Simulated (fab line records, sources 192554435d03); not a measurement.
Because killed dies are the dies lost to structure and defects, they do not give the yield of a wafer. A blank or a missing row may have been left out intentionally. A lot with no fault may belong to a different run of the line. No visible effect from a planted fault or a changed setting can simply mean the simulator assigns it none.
Split-lot trial | flow n5_finfet | 7 lots, 21 wafers read, on a route of 1938 steps

THE SPLIT ITSELF
At N5_BEOL_M3_TRENCH_ETCH_37 (etches SiOC in C4F6/O2, target depth 55.555 nm, time 29.2 s), the setting bias_w was moved away from the recipe's 185 W on 3 of the 21 wafers read, by +11.6% to +16.5%. The other wafers ran this setting at the recipe's value.

FROM THE SPLIT TO THE READING: what the file shows between them, 2 steps
- N5_BEOL_M3_ETCH_41: etches SiCN in CH3F/O2, target depth 29.9 nm, time 52.5 s (also split here: target_depth_a)
- N5_BEOL_M3_STRIP_97: strips in N2/H2, time 10 s

THE READING
trench_depth_nm, in nm, at N5_BEOL_M3_OCD_MEAS_38. Typical for fault-free wafers on this fab line: 55.3 nm, with standard deviation 0.61 nm.

wafer  | tool, chamber at the split | bias_w as run, W | against the recipe | trench_depth_nm, nm | against lot-mates on the recipe
L075.1 | rie_diel-01, 3             | 185              | recipe             | 55.8                | -
L075.2 | rie_diel-01, 0             | 185              | recipe             | 55.4                | -
L075.3 | rie_diel-01, 1             | 185              | recipe             | 54.7                | -
L077.1 | rie_diel-01, 2             | 185              | recipe             | 55.3                | -
L077.2 | rie_diel-01, 0             | 185              | recipe             | 55.9                | -
L077.5 | rie_diel-01, 1             | 185              | recipe             | 55.3                | -
L085.1 | rie_diel-01, 3             | 185              | recipe             | 55.3                | -
L085.3 | rie_diel-01, 0             | 185              | recipe             | 55.3                | -
L085.4 | rie_diel-01, 2             | 185              | recipe             | 55.2                | -
L088.2 | rie_diel-01, 0             | 185              | recipe             | 55.6                | -
L088.3 | rie_diel-01, 2             | 185              | recipe             | 55.2                | -
L088.6 | rie_diel-01, 0             | 185              | recipe             | 55.3                | -
L091.2 | rie_diel-06, 1             | 185              | recipe             | 55.7                | -
L091.3 | rie_diel-06, 0             | 185              | recipe             | 54.5                | -
L091.6 | rie_diel-06, 1             | 185              | recipe             | 55.4                | -
L092.1 | rie_diel-01, 0             | 185              | recipe             | 54.9                | -
L092.3 | rie_diel-01, 3             | 206.5            | +11.6%             | 58.5                | +3.6
L092.4 | rie_diel-01, 2             | 206.5            | +11.6%             | 57.2                | +2.3
L097.2 | rie_diel-01, 0             | 185              | recipe             | 55.0                | -
L097.5 | rie_diel-01, 0             | 185              | recipe             | 54.6                | -
L097.6 | rie_diel-01, 2             | 215.6            | +16.5%             | 57.3                | +2.5

FIT RESULTS
A straight line over all 21 wafers: trench_depth_nm changes by +0.173 nm for each +1% of bias_w; r = +0.86; the points scatter about the line by 0.5 nm.
The same after taking each lot's own level away (the mean of its wafers on the recipe; 21 wafers): +0.201 nm for each +1%; r = +0.91; scatter 0.46 nm.
The reading moves by 3.3 nm for the largest change in bias_w, on that fit.
From 54.80 to 55.50 nm: that is the span of the lots' own levels, equal to 1.1 times the standard deviation above.
Hence the slope depends on the lot-to-lot level, as the two fits are not the same.
Check: +4.2 nm against its lot-mates is what the line predicts for one of the wafers moved furthest among these (+16.5%) when that wafer is left out of the fit. It came out at +2.5 nm against them.
Tool readings at the split's step, against how far the setting was moved: rf_vpp_V r = +0.98.

OTHER SPLITS ON THESE WAFERS
Note: prior to the reading, these wafers also went through further splits. Each is held against what the fit with the lots' levels taken away leaves over:
other split on the same wafers            | wafers away from the commonest value | r with trench_depth_nm (lot level and that fit taken away)
N5_BEOL_M0_SAQP_SPACER1_ALD_98 ald_cycles | 8                                    | +0.29
N5_BEOL_M0_SAQP_ETCH_107 bias_w           | 10                                   | -0.19
N5_BEOL_M0_DEP_125 time_s                 | 8                                    | -0.07
N5_BEOL_M1_ILD_DEP_00 time_s              | 5                                    | +0.04
N5_BEOL_M1_SPUTTER_79 time_s              | 2                                    | -0.12
N5_BEOL_M2_ILD_DEP_00 time_s              | 7                                    | -0.48
N5_BEOL_M3_ETCH_41 target_depth_a         | 8                                    | -0.11

THE WHOLE CHAIN: every reading that the file lists as answering this split, in the file's order
step                      | what it does                                                | reading         | change (the file's fit)               | r (the file's)
N5_BEOL_M3_TRENCH_ETCH_37 | etches SiOC in C4F6/O2, target depth 55.555 nm, time 29.2 s | rf_vpp_V        | +5.66 V for each +1% of the setting   | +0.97
N5_BEOL_M3_OCD_MEAS_38    |                                                             | trench_depth_nm | +0.187 nm for each +1% of the setting | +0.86

THE FILE'S OWN FIT
trench_depth_nm changes by +0.187 nm for each +1% of bias_w, r = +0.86.
